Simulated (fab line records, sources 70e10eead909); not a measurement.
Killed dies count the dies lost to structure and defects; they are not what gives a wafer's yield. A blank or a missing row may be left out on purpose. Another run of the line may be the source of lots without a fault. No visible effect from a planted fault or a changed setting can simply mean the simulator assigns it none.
Matching of chambers + flow nandHarc + NHARC_A_WL_FILL_ALD_00 on aldHk-04: 4 sister chambers
The step deposits Al2O3, target thk 3 nm, pulse time 3 s, ald cycles 30. 8 wafers are shown with their chamber, then 10 later ones without.

## WAFERS WITH THEIR CHAMBER
| wafer  | chamber | heaterPowerW (W) | precursorPulseHeightRel |
|--------|---------|------------------|-------------------------|
| L079.3 | 3       | 446              | 0.992                   |
| L081.5 | 0       | 543              | 1.016                   |
| L082.1 | 3       | 429              | 0.990                   |
| L087.2 | 2       | 515              | 1.040                   |
| L087.3 | 0       | 555              | 1.011                   |
| L087.5 | 1       | 471              | 0.992                   |
| L088.2 | 2       | 508              | 1.006                   |
| L088.3 | 1       | 467              | 0.969                   |

## WAFERS WHOSE CHAMBER IS MISSING
| wafer  | heaterPowerW (W) | precursorPulseHeightRel |
|--------|------------------|-------------------------|
| L088.6 | 562              | 0.984                   |
| L091.2 | 507              | 0.995                   |
| L091.5 | 444              | 1.031                   |
| L091.6 | 514              | 0.985                   |
| L092.1 | 517              | 1.002                   |
| L092.4 | 450              | 1.020                   |
| L092.5 | 505              | 1.002                   |
| L096.1 | 457              | 1.017                   |
| L096.3 | 520              | 1.020                   |
| L096.5 | 524              | 1.020                   |

## THE CHAMBER EACH PASSED THROUGH
| wafer  | from the rows above     | in truth                   |
|--------|-------------------------|----------------------------|
| L088.6 | 0                       | 0                          |
| L091.2 | 2                       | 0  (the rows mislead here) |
| L091.5 | can't be placed: 3 or 1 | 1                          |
| L091.6 | 2                       | 2                          |
| L092.1 | 2                       | 2                          |
| L092.4 | can't be placed: 3 or 1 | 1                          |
| L092.5 | 2                       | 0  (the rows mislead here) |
| L096.1 | can't be placed: 1 or 3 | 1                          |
| L096.3 | 2                       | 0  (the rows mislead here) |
| L096.5 | can't be placed: 2 or 0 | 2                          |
Placed correctly: 3 of 10. Cannot be placed on the basis of these rows: 4; the candidates contain the true chamber in 4. Number placed wrongly: 3.
How it was worked out, from the rows above alone: a wafer's distance from a chamber is the root of the sum, over the readings, of the square of ((its reading less the chamber's mean) divided by the reading's scatter). The wafer belongs to the nearest chamber; if the next one is less than 2 further off, it can't be placed. Each chamber's mean is taken over the wafers shown for it. How the scatter is found: for the shown wafers, subtract from each reading the mean of its chamber, square and add these, divide the total by (wafers less chambers), then take the root.
